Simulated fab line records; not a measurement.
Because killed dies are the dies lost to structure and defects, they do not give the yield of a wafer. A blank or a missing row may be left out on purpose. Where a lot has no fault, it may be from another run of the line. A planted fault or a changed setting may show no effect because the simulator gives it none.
fab line records + flow n5Finfet
record
- lots=9
- wafers=27
- lastDay=18
route steps=1938 shown MOL_CONTACT_COAG@535 BEOL_M4@1111 PASSIVATION@1936
lots untouched by any fault: they come from a run of this same line in which no faults occurred
startH: hours from the record's opening day to when the first of the lot's shown wafers began + waitH: how many hours have passed since the lot's step before this one + " same as the row above + L1.1+2: a row that stands for several wafers + - no value present, or no start provided + * or withheld: withheld + < > ~ a bound
route shown NAME@n: a module of which the file shows steps, and the number in the route of the first + usual: mean and standard deviation over wafers with no fault + same: alike in all rows + chamber/n: place in a boat + sites: each site's reading + _std_site: the standard deviation of these + _edge_site: mean of outer sites minus mean of inner sites + radiusMm: how far each site lies from the wafer's centre + mask NAME#n: copy n + behind: the most recent tool/chamber to have shaped the wafer + hold: what put the lot on hold/how long, in hours/how the hold closed + device: the n, p or np transistor that did not switch + end of line: at the end of the route, the tests of the same wafers + a step given without rows: its recipe and nothing more + killed: the dies lost at the first sort to structure and to defects; this is not the yield of the wafer + map: dies across one wafer; x = killed, . = not, _ = none there
set.NAME: the setting that was run; set.NAME@STEP: the one run at that earlier step + model.NAME: the simulator's own value behind a step, which no gauge read
steps of the route over a sample of lots; a table a step, a row a wafer
services: from which hour (startH, from the record's first day; less than 0 if before it) a tool's chamber was out of use, for how many hours, and why
## steps
# step N5_MOL_CONTACT_COAG_CONTACT_ETCH_14
# recipe
- chemistry=C4F6/O2
- target=SiO2
- targetDepthA=275
- overetchA=85
- maskMaterial=SOC
- pressureMtorr=30
- sourceW=370
- biasW=185
- Ar_flow_sccm=300
- C4F6_flow_sccm=16
- O2_flow_sccm=10
- timeS=20
- ionEnergyEv=259.6
# usual
- drypumpMotorCurrentA=5.5/0.42
- oesProductAu=0.66/0.064
- rfVppV=692/4.5
- showerheadPlenumPTorr=2.86/0.13
- throttleValvePct=21.37/0.18
| lot.wafer | tool       | chamber | startH | waitH | drypumpMotorCurrentA | oesProductAu | rfHoursCounterH | rfVppV | showerheadPlenumPTorr | throttleValvePct |
|-----------|------------|---------|--------|-------|----------------------|--------------|-----------------|--------|-----------------------|------------------|
| L879.2    | rieDiel-02 | 1       | 95.94  | 0.0   | 5.4                  | 0.71         | 60              | 699    | 3.04                  | 21.49            |
| L879.4    | "          | 1       | "      | "     | 5.4                  | 0.72         | -               | 698    | 3.04                  | 21.48            |
| L879.5    | "          | 0       | "      | "     | 5.9                  | 0.70         | -               | 698    | 3.02                  | 21.53            |
| L881.1    | rieDiel-01 | 1       | 104.24 | 0.0   | 5.3                  | 0.69         | 101             | 691    | 2.79                  | 21.42            |
| L881.3    | "          | 3       | "      | "     | 5.6                  | 0.58         | 242             | 696    | 2.96                  | 21.60            |
| L881.4    | "          | 0       | "      | "     | 5.0                  | 0.61         | 199             | 687    | 2.74                  | 21.23            |
| L883.1    | rieDiel-02 | 2       | 119.87 | 0.0   | 5.4                  | 0.60         | 218             | 692    | 2.84                  | 21.40            |
| L883.5    | "          | 1       | "      | "     | 5.4                  | 0.71         | -               | 698    | 3.03                  | 21.50            |
| L883.6    | "          | 0       | "      | "     | 5.9                  | 0.69         | -               | 700    | 3.02                  | 21.52            |
| L891.3    | rieDiel-02 | 0       | 167.05 | 0.0   | 5.9                  | 0.68         | 121             | 696    | 3.01                  | 21.53            |
| L891.4    | "          | 2       | "      | "     | 5.4                  | 0.59         | 235             | 692    | 2.84                  | 21.43            |
| L891.6    | "          | 1       | "      | "     | 5.4                  | 0.69         | -               | 698    | 3.02                  | 21.53            |
| L892.1    | rieDiel-02 | 0       | 171.40 | 0.0   | 5.9                  | 0.67         | 123             | 696    | 3.01                  | 21.55            |
| L892.2    | "          | 3       | "      | "     | 5.7                  | 0.63         | 191             | 692    | 2.86                  | 21.03            |
| L892.4    | "          | 3       | "      | "     | 5.8                  | 0.63         | -               | 693    | 2.86                  | 21.04            |
| L894.1    | rieDiel-01 | 0       | 184.31 | 0.0   | 5.0                  | 0.59         | 231             | 688    | 2.72                  | 21.26            |
| L894.3    | "          | 3       | "      | "     | 5.6                  | 0.78         | 9               | 694    | 2.95                  | 21.23            |
| L894.6    | "          | 3       | "      | "     | 5.6                  | 0.79         | -               | 694    | 2.95                  | 21.24            |
| L897.1    | rieDiel-01 | 3       | 202.00 | 0.0   | 5.5                  | 0.78         | 16              | 694    | 2.95                  | 21.25            |
| L897.2    | "          | 1       | "      | "     | 5.3                  | 0.66         | 136             | 689    | 2.78                  | 21.48            |
| L897.4    | "          | 2       | "      | "     | 4.9                  | 0.62         | 188             | 684    | 2.65                  | 21.52            |
| L899.2    | rieDiel-01 | 0       | 213.21 | 0.0   | 5.0                  | 0.58         | 241             | 688    | 2.72                  | 21.28            |
| L899.4    | "          | 2       | "      | "     | 4.9                  | 0.62         | 191             | 684    | 2.65                  | 21.51            |
| L899.6    | "          | 1       | "      | "     | 5.3                  | 0.67         | -               | 689    | 2.77                  | 21.49            |
| L901.1    | rieDiel-01 | 1       | 228.39 | 0.0   | 5.3                  | 0.66         | 145             | 689    | 2.77                  | 21.49            |
| L901.2    | "          | 3       | "      | "     | 5.6                  | 0.76         | 23              | 696    | 2.94                  | 21.26            |
| L901.5    | "          | 0       | "      | "     | 5.0                  | 0.58         | -               | 688    | 2.72                  | 21.28            |
# step N5_MOL_CONTACT_COAG_SIL_ANNEAL_21
# recipe
- tempC=550
- timeS=60
- ambient=N2
# usual
- lampPowerPct=5.9/0.36
- lamp_zone_3_pct=5.9/0.36
- wafer_temp_C_max=551.9/0.43
| lot.wafer | tool         | chamber | startH | waitH | lampPowerPct | lamp_zone_3_pct | wafer_temp_C_max |
|-----------|--------------|---------|--------|-------|--------------|-----------------|------------------|
| L879.2    | rtpAnneal-01 | 0       | 97.31  | 0.4   | 5.6          | 5.6             | 551.9            |
| L879.4    | "            | 0       | "      | "     | 5.6          | 5.6             | 551.6            |
| L879.5    | "            | 0       | "      | "     | 5.6          | 5.6             | 551.8            |
| L881.1    | rtpAnneal-02 | 0       | 105.79 | 0.4   | 6.4          | 6.4             | 552.3            |
| L881.3    | "            | 0       | "      | "     | 6.4          | 6.4             | 552.3            |
| L881.4    | "            | 0       | "      | "     | 6.4          | 6.4             | 551.9            |
| L883.1    | rtpAnneal-02 | 0       | 121.75 | 0.2   | 6.4          | 6.4             | 552.8            |
| L883.5    | "            | 0       | "      | "     | 6.4          | 6.4             | 552.5            |
| L883.6    | "            | 0       | "      | "     | 6.4          | 6.4             | 551.9            |
| L891.3    | rtpAnneal-02 | 0       | 168.50 | 0.4   | 6.4          | 6.4             | 551.8            |
| L891.4    | "            | 0       | "      | "     | 6.4          | 6.4             | 552.6            |
| L891.6    | "            | 0       | "      | "     | 6.4          | 6.4             | 552.7            |
| L892.1    | rtpAnneal-01 | 0       | 172.75 | 0.3   | 5.6          | 5.6             | 551.8            |
| L892.2    | "            | 0       | "      | "     | 5.6          | 5.6             | 551.7            |
| L892.4    | "            | 0       | "      | "     | 5.6          | 5.6             | 552.4            |
| L894.1    | rtpAnneal-01 | 0       | 186.97 | 0.2   | 5.6          | 5.6             | 551.8            |
| L894.3    | "            | 0       | "      | "     | 5.6          | 5.6             | 552.3            |
| L894.6    | "            | 0       | "      | "     | 5.6          | 5.6             | 552.0            |
| L897.1    | rtpAnneal-02 | 0       | 204.26 | 0.4   | 6.4          | 6.4             | 552.1            |
| L897.2    | "            | 0       | "      | "     | 6.4          | 6.4             | 552.0            |
| L897.4    | "            | 0       | "      | "     | 6.4          | 6.4             | 552.5            |
| L899.2    | rtpAnneal-01 | 0       | 215.44 | 0.2   | 5.6          | 5.6             | 551.9            |
| L899.4    | "            | 0       | "      | "     | 5.6          | 5.6             | 551.7            |
| L899.6    | "            | 0       | "      | "     | 5.6          | 5.6             | 551.4            |
| L901.1    | rtpAnneal-01 | 0       | 229.79 | 0.2   | 5.6          | 5.6             | 551.9            |
| L901.2    | "            | 0       | "      | "     | 5.6          | 5.6             | 551.4            |
| L901.5    | "            | 0       | "      | "     | 5.6          | 5.6             | 552.2            |
# step N5_MOL_CONTACT_COAG_CO_FILL_22
# recipe
- material=Co
- targetThkA=200
- tempC=200
- precursor=CCTBA/H2
- pressureTorr=30
# usual
- heaterPowerW=249/20
| lot.wafer | tool     | chamber | startH | waitH | heaterPowerW |
|-----------|----------|---------|--------|-------|--------------|
| L879.2    | cvdCo-01 | 1       | 99.41  | 0.1   | 259          |
| L879.4    | "        | 2       | "      | "     | 229          |
| L879.5    | "        | 1       | "      | "     | 250          |
| L881.1    | cvdCo-01 | 2       | 108.71 | 0.1   | 231          |
| L881.3    | "        | 0       | "      | "     | 278          |
| L881.4    | "        | 1       | "      | "     | 261          |
| L883.1    | cvdCo-02 | 2       | 122.68 | 0.1   | 253          |
| L883.5    | "        | 2       | "      | "     | 251          |
| L883.6    | "        | 0       | "      | "     | 241          |
| L891.3    | cvdCo-01 | 0       | 170.75 | 0.1   | 281          |
| L891.4    | "        | 1       | "      | "     | 252          |
| L891.6    | "        | 0       | "      | "     | 279          |
| L892.1    | cvdCo-02 | 1       | 173.28 | 0.1   | 213          |
| L892.2    | "        | 2       | "      | "     | 254          |
| L892.4    | "        | 2       | "      | "     | 243          |
| L894.1    | cvdCo-01 | 2       | 188.73 | 0.1   | 241          |
| L894.3    | "        | 1       | "      | "     | 257          |
| L894.6    | "        | 2       | "      | "     | 227          |
| L897.1    | cvdCo-02 | 2       | 204.92 | 0.1   | 247          |
| L897.2    | "        | 1       | "      | "     | 216          |
| L897.4    | "        | 1       | "      | "     | 214          |
| L899.2    | cvdCo-02 | 0       | 216.26 | 0.1   | 247          |
| L899.4    | "        | 1       | "      | "     | 212          |
| L899.6    | "        | 0       | "      | "     | 245          |
| L901.1    | cvdCo-01 | 2       | 230.49 | 0.1   | 230          |
| L901.2    | "        | 0       | "      | "     | 284          |
| L901.5    | "        | 0       | "      | "     | 283          |
# step N5_MOL_CONTACT_COAG_CMP_28
# recipe
- stopOn=SiNx
- tOverpolishS=0.85
- postCmpClean=alkalineBrush
- downForcePsi=4.15
- platenRpm=51.8
- padVelocityMS=1.0307
- targetThkNm=14.522
# usual
- edgeZonePressureFrac=1.000/0.005
- motorCurrentA=12.5/0.9
- platenRpm=51.80/0.039
- slurryFlowMlMin=150.0/0.47
- timeToEndpointS=5.0/2
| lot.wafer | tool   | chamber | startH | waitH | edgeZonePressureFrac | motorCurrentA | platenRpm | slurryFlowMlMin | timeToEndpointS |
|-----------|--------|---------|--------|-------|----------------------|---------------|-----------|-----------------|-----------------|
| L879.4    | cmp-03 | 3       | 103.82 | 0.8   | 1.001                | 11.2          | 51.80     | 150.4           | 3.5             |
| L879.2    | "      | 0       | "      | "     | 1.001                | 12.1          | 51.78     | 150.1           | 3.2             |
| L879.5    | "      | 3       | "      | "     | 0.995                | 11.1          | 51.83     | 150.2           | 5.3             |
| L881.3    | cmp-03 | 0       | 115.19 | 0.8   | 1.002                | 11.5          | 49.69     | 150.4           | 6.9             |
| L881.1    | "      | 1       | "      | "     | 0.993                | 13.1          | 51.81     | 150.9           | 7.0             |
| L881.4    | "      | 3       | "      | "     | 1.000                | 11.1          | 51.84     | 150.4           | 5.0             |
| L883.1    | cmp-03 | 0       | 128.17 | 0.9   | 0.998                | 12.4          | 49.71     | 150.2           | 4.7             |
| L883.5    | "      | 2       | "      | "     | 1.007                | 12.6          | 51.81     | 149.6           | 3.1             |
| L883.6    | "      | 3       | "      | "     | 1.001                | 11.1          | 51.83     | 149.6           | 4.0             |
| L891.3    | cmp-04 | 2       | 175.18 | 0.8   | 0.998                | 14.4          | 51.74     | 150.7           | 7.8             |
| L891.4    | "      | 0       | "      | "     | 0.998                | 11.8          | 51.82     | 150.1           | 6.1             |
| L891.6    | "      | 2       | "      | "     | 1.010                | 13.4          | 51.78     | 150.1           | 7.5             |
| L892.1    | cmp-01 | 1       | 178.42 | 0.8   | 1.001                | 11.9          | 51.76     | 150.1           | 2.1             |
| L892.2    | "      | 2       | "      | "     | 0.993                | 12.8          | 51.82     | 150.8           | 4.6             |
| L892.4    | "      | 0       | "      | "     | 0.996                | 11.1          | 51.74     | 149.8           | 6.9             |
| L894.3    | cmp-03 | 3       | 194.18 | 0.9   | 1.000                | 11.9          | 51.77     | 150.0           | 5.6             |
| L894.1    | "      | 0       | "      | "     | 1.006                | 12.1          | 51.80     | 149.9           | 5.1             |
| L894.6    | "      | 2       | "      | "     | 1.007                | 11.8          | 51.77     | 150.7           | 5.4             |
| L897.4    | cmp-04 | 0       | 211.35 | 0.8   | 1.000                | 12.6          | 51.80     | 150.2           | 4.4             |
| L897.1    | "      | 1       | "      | "     | 1.000                | 13.5          | 51.85     | 149.6           | 5.2             |
| L897.2    | "      | 2       | "      | "     | 0.992                | 13.5          | 51.81     | 150.2           | 6.6             |
| L899.4    | cmp-04 | 0       | 221.75 | 0.8   | 1.003                | 12.8          | 51.77     | 149.4           | 6.5             |
| L899.2    | "      | 2       | "      | "     | 0.995                | 13.3          | 51.83     | 149.8           | 7.4             |
| L899.6    | "      | 0       | "      | "     | 0.998                | 12.4          | 51.77     | 149.5           | 7.6             |
| L901.1    | cmp-03 | 3       | 235.55 | 0.8   | 0.996                | 11.1          | 51.86     | 149.8           | 3.8             |
| L901.2    | "      | 2       | "      | "     | 1.006                | 12.1          | 51.76     | 151.0           | 4.4             |
| L901.5    | "      | 3       | "      | "     | 0.991                | 11.2          | 51.82     | 150.1           | 5.1             |
# step N5_BEOL_M4_RC_MEAS_101
# usual
- DIBL_N=36.4/1.5
- DIBL_P=35.8/1.7
- IOFF_N=0.154/0.022
- IOFF_P=0.21/0.031
- ION_N=672/8.8
- ION_P=462/7.2
- SS_N=71.5/0.53
- SS_P=73.2/0.62
- VT_N=250.4/2.5
- VT_P=-250/3.5
| lot.wafer | tool      | chamber | startH | waitH | DIBL_N[mV/V] | DIBL_P[mV/V] | IOFF_N[nA/um] | IOFF_P[nA/um] | ION_N[uA/um] | ION_P[uA/um] | SS_N[mV/dec] | SS_P[mV/dec] | VT_N[mV] | VT_P[mV] |
|-----------|-----------|---------|--------|-------|--------------|--------------|---------------|---------------|--------------|--------------|--------------|--------------|----------|----------|
| L879.2    | prober-01 | 0       | 171.15 | 0.2   | 37.2         | 36.9         | 0.157         | 0.24          | 676          | 464          | 71.4         | 73.3         | 248.2    | -248     |
| L879.4    | "         | 0       | "      | "     | 38.6         | 38.1         | 0.177         | 0.26          | 668          | 462          | 71.9         | 73.2         | 253.6    | -247     |
| L879.5    | "         | 0       | "      | "     | 37.5         | 36.5         | 0.162         | 0.23          | 657          | 459          | 71.5         | 73.3         | 249.9    | -248     |
| L881.1    | prober-02 | 0       | 186.91 | 0.0   | 37.5         | 37.0         | 0.171         | 0.19          | 671          | 453          | 71.6         | 73.5         | 251.9    | -253     |
| L881.3    | "         | 0       | "      | "     | 35.3         | 35.4         | 0.139         | 0.17          | 667          | 457          | 71.5         | 72.9         | 252.9    | -256     |
| L881.4    | "         | 0       | "      | "     | 36.6         | 36.1         | 0.158         | 0.17          | 682          | 453          | 71.3         | 73.1         | 249.6    | -255     |
| L883.1    | prober-02 | 0       | 205.37 | 0.0   | 33.9         | 33.6         | 0.131         | 0.21          | 672          | 476          | 71.3         | 72.9         | 252.0    | -247     |
| L883.5    | "         | 0       | "      | "     | 34.0         | 33.7         | 0.127         | 0.20          | 672          | 470          | 71.7         | 72.5         | 253.0    | -248     |
| L883.6    | "         | 0       | "      | "     | 33.9         | 33.1         | 0.124         | 0.20          | 668          | 465          | 71.7         | 72.6         | 250.6    | -248     |
| L891.3    | prober-02 | 0       | 246.72 | 0.3   | 39.8         | 39.2         | 0.216         | 0.27          | 676          | 465          | 72.6         | 75.1         | 247.0    | -246     |
| L891.4    | "         | 0       | "      | "     | 39.0         | 38.7         | 0.187         | 0.26          | 681          | 469          | 72.3         | 74.7         | 247.1    | -246     |
| L891.6    | "         | 0       | "      | "     | 37.7         | 37.4         | 0.174         | 0.23          | 677          | 469          | 71.6         | 74.1         | 245.2    | -249     |
| L892.1    | prober-01 | 0       | 267.48 | 0.0   | 34.0         | 32.8         | 0.113         | 0.14          | 661          | 452          | 70.9         | 72.7         | 255.3    | -260     |
| L892.2    | "         | 0       | "      | "     | 36.8         | 36.6         | 0.164         | 0.19          | 675          | 455          | 72.1         | 72.6         | 250.1    | -254     |
| L892.4    | "         | 0       | "      | "     | 38.0         | 38.7         | 0.192         | 0.22          | 672          | 452          | 72.7         | 73.5         | 247.2    | -254     |
| L894.1    | prober-02 | 0       | 282.94 | 0.0   | 33.1         | 33.4         | 0.123         | 0.19          | 674          | 468          | 70.9         | 72.5         | 250.5    | -251     |
| L894.3    | "         | 0       | "      | "     | 35.5         | 35.7         | 0.154         | 0.22          | 674          | 465          | 71.4         | 73.0         | 248.8    | -247     |
| L894.6    | "         | 0       | "      | "     | 35.6         | 35.9         | 0.161         | 0.23          | 662          | 465          | 71.3         | 72.5         | 248.0    | -248     |
| L897.1    | prober-01 | 0       | 288.39 | 0.0   | 35.8         | 34.6         | 0.141         | 0.18          | 670          | 459          | 71.2         | 71.9         | 251.1    | -251     |
| L897.2    | "         | 0       | "      | "     | 36.6         | 36.0         | 0.164         | 0.19          | 681          | 462          | 71.5         | 72.6         | 250.5    | -250     |
| L897.4    | "         | 0       | "      | "     | 36.8         | 36.4         | 0.162         | 0.20          | 674          | 466          | 72.1         | 73.2         | 250.2    | -251     |
| L899.2    | prober-02 | 0       | 297.51 | 0.2   | 36.4         | 36.2         | 0.147         | 0.24          | 668          | 468          | 71.5         | 73.6         | 252.1    | -247     |
| L899.4    | "         | 0       | "      | "     | 37.1         | 37.2         | 0.164         | 0.26          | 676          | 473          | 72.2         | 72.9         | 247.9    | -245     |
| L899.6    | "         | 0       | "      | "     | 34.9         | 35.0         | 0.129         | 0.23          | 668          | 471          | 71.3         | 73.0         | 251.7    | -245     |
| L901.1    | prober-02 | 0       | 322.60 | 0.0   | 36.9         | 35.3         | 0.148         | 0.20          | 680          | 458          | 70.7         | 72.9         | 251.6    | -250     |
| L901.2    | "         | 0       | "      | "     | 37.7         | 36.1         | 0.170         | 0.21          | 679          | 459          | 72.0         | 73.4         | 249.5    | -251     |
| L901.5    | "         | 0       | "      | "     | 37.4         | 35.3         | 0.148         | 0.19          | 672          | 461          | 71.9         | 72.2         | 249.1    | -251     |
# step N5_PASSIVATION_PROBE_49
# usual
- defectLimitedYield=91.5/1.4
- killed_at_M0_to_M3=32/9.8
- killed_at_M4_up=13/5.3
- killedAtContacts=13/6.4
- killedAtFrontEnd=39/10
- killedAtOther=3.1/2.5
- killedDies=100/17
- killedOpen=65/13
- killedShort=33/7.7
- sort_bin_5_function=5.0/0.93
- sort_bin_6_memory=3.2/0.69
- sortNPass=1080/17
- sortYieldPct=91.5/1.4
# same
- grossDies=1180
- killedAtBackSide=0
- sort_bin_4_leakage[%]=0
- sort_bin_8_speed[%]=0
| lot.wafer | tool      | chamber | startH | waitH | defectLimitedYield[%] | killed_at_M0_to_M3 | killed_at_M4_up | killedAtContacts | killedAtFrontEnd | killedAtOther | killedDies | killedOpen | killedShort | sort_bin_5_function[%] | sort_bin_6_memory[%] | sortNPass | sortYieldPct[%] |
|-----------|-----------|---------|--------|-------|-----------------------|--------------------|-----------------|------------------|------------------|---------------|------------|------------|-------------|------------------------|----------------------|-----------|-----------------|
| L899.2    | prober-01 | -       | 405.85 | 0.1   | 92.9                  | 33                 | 9               | 15               | 25               | 2             | 84         | 52         | 32          | 4.6                    | 2.2                  | 1096      | 92.9            |
| L899.4    | prober-01 | -       | 405.95 | 0.2   | 93.2                  | 31                 | 5               | 9                | 25               | 10            | 80         | 41         | 39          | 3.8                    | 2.5                  | 1100      | 93.2            |
| L899.6    | prober-01 | -       | 406.05 | 0.3   | 92.5                  | 31                 | 12              | 8                | 28               | 10            | 89         | 45         | 44          | 4.3                    | 2.9                  | 1091      | 92.5            |
# killed by level:class
L899.2 BEOL_M0_SAQP:geometricParticle:short=15 MOL_CONTACT_COAG:geometricParticle:open=12 BEOL_M0_SAQP:geometricParticle:open=11 STI_FIN_REVEAL:geometricParticle:open=8 BEOL_M4:geometricParticle:open=5 FIN_SAQP:geometricParticle:short=3 GATE_CUT:geometricParticle:short=3 MOL_CONTACT_COAG:geometricParticle:short=3
L899.4 BEOL_M0_SAQP:geometricParticle:short=12 BEOL_M0_SAQP:geometricParticle:open=11 MOL_CONTACT_COAG:geometricParticle:open=7 FIN_SAQP:geometricParticle:open=6 GATE_CUT:geometricParticle:short=6 FIN_SAQP:geometricParticle:short=3 STI_FIN_REVEAL:geometricParticle:open=3 BEOL_M1:geometricParticle:short=3
L899.6 BEOL_M0_SAQP:geometricParticle:short=12 FIN_SAQP:geometricParticle:short=7 STI_FIN_REVEAL:geometricParticle:open=7 MOL_CONTACT_COAG:geometricParticle:open=6 GATE_CUT:geometricParticle:short=5 BEOL_M0_SAQP:geometricParticle:open=5 BEOL_M4:geometricParticle:short=5 BEOL_M1:geometricParticle:short=4
## services
| tool         | chamber | startH | hours | kind                          |
|--------------|---------|--------|-------|-------------------------------|
| cmp-04       | -       | 78.69  | 1.4   | repair                        |
| rieDiel-02   | 2       | 95.57  | 12.9  | repair                        |
| cmp-01       | -       | 97.85  | 5.3   | pm                            |
| cmp-04       | -       | 117.21 | 4.0   | pm                            |
| cmp-01       | -       | 121.44 | 0.4   | repair                        |
| rieDiel-01   | 3       | 126.25 | -     | clean                         |
| rieDiel-01   | 3       | 126.25 | -     | consumableReplace:focusRing   |
| rieDiel-01   | 3       | 126.25 | 31.0  | scheduledDown                 |
| rieDiel-01   | 3       | 126.25 | 31.0  | ventCycle                     |
| cmp-01       | -       | 131.38 | 1.4   | repair                        |
| cmp-01       | -       | 138.90 | 2.0   | repair                        |
| cmp-04       | -       | 146.67 | 3.2   | repair                        |
| cmp-04       | -       | 152.65 | 1.3   | repair                        |
| cmp-01       | -       | 161.14 | 0.8   | repair                        |
| rieDiel-02   | 2       | 170.33 | 32.7  | repair                        |
| cvdCo-01     | -       | 178.50 | 1.1   | repair                        |
| rtpAnneal-01 | -       | 190.25 | 1.0   | pm                            |
| rieDiel-01   | 1       | 192.44 | 4.1   | repair                        |
| cmp-03       | -       | 198.46 | 4.0   | pm                            |
| cmp-03       | -       | 202.46 | -     | consumableReplace:conditioner |
| cmp-03       | -       | 202.46 | -     | consumableReplace:pad         |
| cmp-01       | -       | 208.84 | 35.8  | repair                        |
| cmp-04       | -       | 229.81 | 3.3   | repair                        |
| cvdCo-01     | -       | 233.89 | 1.6   | repair                        |
## key
firstSign
- step=N5_MOL_CONTACT_COAG_CMP_28
- reading=platenRpm
- direction=down
- sigmas=54
- usual=51.80
- struck=49.70
effect none on later readings
metAt N5_MOL_CONTACT_COAG_CMP_28
struckLots L881,L883
struckWafers L881.3,L883.1
notActingAt N5_MOL_CONTACT_COAG_CONTACT_ETCH_14,N5_MOL_CONTACT_COAG_SIL_ANNEAL_21,N5_MOL_CONTACT_COAG_CO_FILL_22
onsetBetween 103.82 115.19
fault
- kind=processParameterDrift
- tool=cmp-03
- chamber=0
- onsetH=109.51
- steps=N5_MOL_CONTACT_COAG_CMP_28
- channel=platenRpm
- offset=-2.072
- shape=step
- endH=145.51
- actsIn=theseRecipesOnly
- stated=51.8
